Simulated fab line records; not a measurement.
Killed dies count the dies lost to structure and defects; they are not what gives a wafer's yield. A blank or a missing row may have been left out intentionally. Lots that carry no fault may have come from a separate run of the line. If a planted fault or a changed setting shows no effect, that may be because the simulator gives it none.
Which of the tools did it? :: flow nand-harc :: 36 wafers from 12 lots sampled at 2 of the route's 1302 steps

## WHAT EACH GAUGE READ, for each wafer
NHARC_A_WL_FILL_INSPECT_15.
lot: L076
measured: day 21 16:06
on: defect-inspect-01
raw-defect-count: 442 520 485

lot: L077
measured: day 21 19:20
on: defect-inspect-01
raw-defect-count: 673 813 1110

lot: L079
measured: day 22 17:56
on: defect-inspect-02
raw-defect-count: 590 620 379

lot: L081
measured: day 24 11:10
on: defect-inspect-02
raw-defect-count: 454 375 411

lot: L082
measured: day 25 08:12
on: defect-inspect-01
raw-defect-count: 738 556 701

lot: L085
measured: day 25 19:44
on: defect-inspect-02
raw-defect-count: 616 1011 832

lot: L087
measured: day 26 21:01
on: defect-inspect-01
raw-defect-count: 574 532 519

lot: L091
measured: day 27 12:19
on: defect-inspect-01
raw-defect-count: 443 584 418

lot: L090
measured: day 27 19:03
on: defect-inspect-02
raw-defect-count: 458 541 495

lot: L094
measured: day 28 22:08
on: defect-inspect-01
raw-defect-count: 549 495 641

lot: L095
measured: day 29 19:37
on: defect-inspect-01
raw-defect-count: 465 651 567

lot: L096
measured: day 31 08:06
on: defect-inspect-02
raw-defect-count: 527 459 441

## EACH LOT AND THE TOOL THAT RAN IT (in order: tool; ch and the chambers of the sampled wafers; start)
lot: L076
NHARC_A_WL_FILL_ALD_02: ald-metal-03 ch 1,2, day 20 21:01

lot: L077
NHARC_A_WL_FILL_ALD_02: ald-metal-03 ch 1,2, day 21 01:35

lot: L079
NHARC_A_WL_FILL_ALD_02: ald-metal-03 ch 2,3, day 22 00:41

lot: L081
NHARC_A_WL_FILL_ALD_02: ald-metal-03 ch 1,2,3, day 23 17:54

lot: L082
NHARC_A_WL_FILL_ALD_02: ald-metal-03 ch 0,1,3, day 24 10:07

lot: L085
NHARC_A_WL_FILL_ALD_02: ald-metal-04 ch 0,3, day 25 00:32

lot: L087
NHARC_A_WL_FILL_ALD_02: ald-metal-03 ch 2,3, day 26 03:20

lot: L091
NHARC_A_WL_FILL_ALD_02: ald-metal-03 ch 0,1,2, day 26 19:14

lot: L090
NHARC_A_WL_FILL_ALD_02: ald-metal-01 ch 0,2,3, day 27 00:07

lot: L094
NHARC_A_WL_FILL_ALD_02: ald-metal-03 ch 0,1,3, day 28 04:52

lot: L095
NHARC_A_WL_FILL_ALD_02: ald-metal-04 ch 0,2,3, day 29 01:39

lot: L096
NHARC_A_WL_FILL_ALD_02: ald-metal-04 ch 1,3, day 30 11:58
- NHARC_A_WL_FILL_ALD_02: deposits TiN, target thk 2 nm, pulse time 3 s, ald cycles 100.

## THE ANSWER, worked out from the rows above alone
Rule: the usual values come from the lots themselves. The widest of any qualifying gaps counts: lots, ordered by their means at a reading, are off when they make up no more than a third of the lots, leave a main group of 4 or more, and stand apart from it by 3 or more times the standard deviation of that group's means. Not used: any main group whose means are identical at the precision the tables above print for the reading. A lot without any number at a reading at which 4 lots or more have one is off too. Any other lot the step has rows for is counted as sound.
Nothing can be told from this: no lot is off at any reading shown.

## WHAT HAD BEEN PUT IN BY THE SIMULATOR
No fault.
